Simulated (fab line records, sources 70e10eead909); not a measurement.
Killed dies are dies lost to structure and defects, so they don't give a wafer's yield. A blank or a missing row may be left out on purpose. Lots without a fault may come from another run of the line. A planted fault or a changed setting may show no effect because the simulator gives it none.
Chamber matching | flow nand_harc | NHARC_A_BONDPAD_DEP_00 on pecvd-03: 3 sister chambers
The step deposits SiCN, target thk 250 nm. 3 wafers are shown with their chamber, then 8 later ones without.

WAFERS WITH THEIR CHAMBER
wafer  | chamber | heater_power_w (W)
L088.4 | 2       | 646
L088.6 | 1       | 475
L095.1 | 0       | 500

WAFERS WITHOUT THEIR CHAMBER
wafer  | heater_power_w (W)
L095.2 | 702
L095.5 | 538
L096.1 | 540
L096.2 | 486
L096.3 | 708
L097.3 | 448
L097.5 | 662
L097.6 | 476

WHICH CHAMBER EACH WENT THROUGH
wafer  | from the rows above          | in truth
L095.2 | 2                            | 2
L095.5 | can't be placed: 0 or 1 or 2 | 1
L096.1 | can't be placed: 0 or 1 or 2 | 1
L096.2 | can't be placed: 1 or 0      | 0
L096.3 | 2                            | 2
L097.3 | can't be placed: 1 or 0      | 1
L097.5 | 2                            | 2
L097.6 | can't be placed: 1 or 0      | 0
Placed correctly: 3 of 8. Can't be placed from these rows: 5 (the true chamber is among the candidates in 5). Placed wrongly: 0.
How it was worked out, from the rows above alone: a wafer's distance from a chamber is the root of the sum, over the readings, of the square of ((its reading less the chamber's mean) divided by the reading's scatter). The wafer belongs to the nearest chamber; if the next one is less than 2 further off, it can't be placed. A chamber's mean is the mean of its shown wafers. The scatter: with one shown wafer a chamber, the root of the mean of the squares of how far each hidden wafer lies from its nearest shown one.
